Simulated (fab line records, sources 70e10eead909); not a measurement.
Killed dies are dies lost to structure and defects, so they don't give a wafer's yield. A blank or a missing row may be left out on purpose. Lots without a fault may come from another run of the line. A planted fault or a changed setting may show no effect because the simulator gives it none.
Chamber matching | flow nand_harc | NHARC_P_M0_DEP_32 on pecvd-01: 3 sister chambers
The step deposits SiCN, target thk 30 nm. 16 wafers are shown with their chamber, then 8 later ones without.

WAFERS WITH THEIR CHAMBER
wafer  | chamber | heater_power_outer_w (W) | heater_power_w (W) | rf_fwd_power_W (W)
L940.1 | 0       | 400                      | 650                | 445.5
L940.3 | 1       | 255                      | 477                | 448.2
L940.5 | 1       | 258                      | 492                | 450.5
L946.1 | 0       | 411                      | 658                | 450.3
L946.4 | 2       | 279                      | 526                | 449.3
L946.5 | 0       | 408                      | 663                | 449.5
L947.1 | 1       | 264                      | 494                | 451.4
L947.3 | 0       | 475                      | 742                | 447.7
L947.6 | 0       | 478                      | 748                | 448.3
L948.3 | 2       | 330                      | 598                | 449.3
L948.5 | 0       | 431                      | 680                | 451.1
L948.6 | 1       | 319                      | 567                | 451.8
L949.1 | 2       | 328                      | 582                | 452.2
L949.2 | 0       | 491                      | 800                | 449.6
L949.3 | 1       | 282                      | 523                | 448.5
L951.2 | 0       | 486                      | 790                | 452.3

SIGNATURES (means of the wafers above)
reading              | chamber 0 | chamber 1 | chamber 2 | scatter within a chamber
heater_power_outer_w | 447.50    | 275.60    | 312.33    | 33.9
heater_power_w       | 716.38    | 510.60    | 568.67    | 51.1
rf_fwd_power_W       | 449.288   | 450.080   | 450.267   | 1.92
Rule: a wafer's distance from a chamber is the root of the sum, over the readings, of the square of ((its reading less the chamber's mean) divided by the reading's scatter). The wafer belongs to the nearest chamber; if the next one is less than 2 further off, it can't be placed. The scatter: the root of (the sum of the squares of (reading less its chamber's mean) over the shown wafers, divided by (wafers less chambers)).

WAFERS WITHOUT THEIR CHAMBER
wafer  | heater_power_outer_w (W) | heater_power_w (W) | rf_fwd_power_W (W)
L951.5 | 485                      | 769                | 450.4
L951.6 | 295                      | 528                | 452.2
L952.1 | 492                      | 778                | 450.3
L952.2 | 333                      | 557                | 450.3
L952.3 | 326                      | 580                | 446.0
L960.3 | 310                      | 576                | 450.0
L960.4 | 338                      | 578                | 450.4
L960.5 | 423                      | 669                | 450.1

WHICH CHAMBER EACH WENT THROUGH
wafer  | from the rows above     | in truth
L951.5 | 0                       | 0
L951.6 | can't be placed: 1 or 2 | 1
L952.1 | 0                       | 0
L952.2 | can't be placed: 2 or 1 | 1
L952.3 | can't be placed: 2 or 1 | 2
L960.3 | can't be placed: 2 or 1 | 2
L960.4 | can't be placed: 2 or 1 | 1
L960.5 | 0                       | 0
Placed correctly: 3 of 8. Can't be placed from these rows: 5 (the true chamber is among the candidates in 5). Placed wrongly: 0.
